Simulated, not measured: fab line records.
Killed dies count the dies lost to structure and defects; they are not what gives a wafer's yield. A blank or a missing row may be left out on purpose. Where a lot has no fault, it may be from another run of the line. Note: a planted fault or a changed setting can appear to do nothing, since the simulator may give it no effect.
Split-lot study -- flow n5 finfet -- on a route of 1938 steps: 7 lots, 21 wafers read

ABOUT THE SPLIT
At N5_BEOL_M1_ETCH_70 (etches SOC in N2/H2, target depth 80 nm, overetch 16 nm, time 120 s), the setting bias w was moved away from the recipe's 150 W on 7 of the 21 wafers read, by -8.3% to +16.7%. For the rest of the wafers, this setting stayed at what the recipe calls for.

The split's own step is where the reading is taken.

THE READING
rf vpp V, in V, at N5_BEOL_M1_ETCH_70 (etches SOC in N2/H2, target depth 80 nm, overetch 16 nm, time 120 s). Fault-free wafers of this fab line usually give 524.0 V, standard deviation 2.1 V.

wafer,"tool, chamber at the split","bias w as run, W",against the recipe,"rf vpp V, V",against lot-mates on the recipe
L074.2,"rie diel-03, 3",150,recipe,526.2,-
L074.3,"rie diel-03, 0",150,recipe,520.1,-
L074.5,"rie diel-03, 1",150,recipe,523.9,-
L077.2,"rie diel-06, 3",150,recipe,523.2,-
L077.3,"rie diel-06, 2",167.8,+11.9%,562.2,+38.2
L077.5,"rie diel-06, 2",150,recipe,524.8,-
L087.1,"rie diel-02, 3",150,recipe,522.8,-
L087.2,"rie diel-02, 2",150,recipe,523.7,-
L087.4,"rie diel-02, 1",150,recipe,526.9,-
L088.1,"rie diel-03, 0",137.6,-8.3%,493.4,-31.5
L088.3,"rie diel-03, 3",150,recipe,525.2,-
L088.5,"rie diel-03, 2",150,recipe,524.5,-
L093.4,"rie diel-02, 1",163.8,+9.2%,557.4,no lot-mate on the recipe
L093.5,"rie diel-02, 2",163.8,+9.2%,554.0,no lot-mate on the recipe
L093.6,"rie diel-02, 1",163.8,+9.2%,557.5,no lot-mate on the recipe
L096.1,"rie diel-02, 3",175,+16.7%,575.6,+53.9
L096.2,"rie diel-02, 0",150,recipe,521.7,-
L096.4,"rie diel-02, 1",175,+16.7%,580.5,+58.8
L095.2,"rie diel-03, 1",150,recipe,523.3,-
L095.3,"rie diel-03, 3",150,recipe,527.2,-
L095.4,"rie diel-03, 2",150,recipe,524.9,-

FIT RESULTS
A straight line over all 21 wafers: rf vpp V changes by +3.34 V for each +1% of bias w; r = +0.99; the points scatter about the line by 2.2 V.
The same after taking each lot's own level away (the mean of its wafers on the recipe; 18 wafers): +3.41 V for each +1%; r = +1.00; scatter 2 V.
On that fit, the largest move of bias w shifts the reading by 57 V.
The span of the lots' own levels, 521.70 to 525.13 V, comes to 1.6 times the standard deviation stated above.
The two slopes are in agreement: the lot-to-lot level therefore moves the slope only a little.
Check: +57.9 V against its lot-mates is what the line predicts for one of the wafers moved furthest among these (+16.7%) when that wafer is left out of the fit. It came out at +53.9 V against them.
Tool readings at the split's step, against how far the setting was moved: rf vpp V r = +0.99.

THE OTHER SPLITS THESE WAFERS WENT THROUGH
Before the reading, these wafers also passed through other splits. Each is held against what the fit with the lots' levels taken away leaves over:
other split on the same wafers,wafers away from the commonest value,r with rf vpp V (lot level and that fit taken away)
N5_SD_EPI_P_EPI_21 epi growth time s,6,-0.16
N5_HKMG_FIN_ETCH_35 source w,4,-0.03
N5_GATE_CUT_DESCUM_18 time s,11,-0.15
N5_BEOL_M1_PECVD_72 time s,5,-0.01
N5_BEOL_M1_HM_DEP_02 target thk a,4,+0.15

THE WHOLE CHAIN: every reading that the file lists as answering this split, in the file's order
step,what it does,reading,change (the file's fit),r (the file's)
N5_BEOL_M1_ETCH_70,"etches SOC in N2/H2, target depth 80 nm, overetch 16 nm, time 120 s",rf vpp V,+3.39 V for each +1% of the setting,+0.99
N5_BEOL_M1_ETCH_70,"etches SOC in N2/H2, target depth 80 nm, overetch 16 nm, time 120 s","SiARC_of_BEOL_M1_COAT_68.thk nm (the simulator's own value, which no gauge read)",-0.0847 nm for each +1% of the setting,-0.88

THE FILE'S OWN FIT
rf vpp V changes by +3.39 V for each +1% of bias w, r = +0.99.
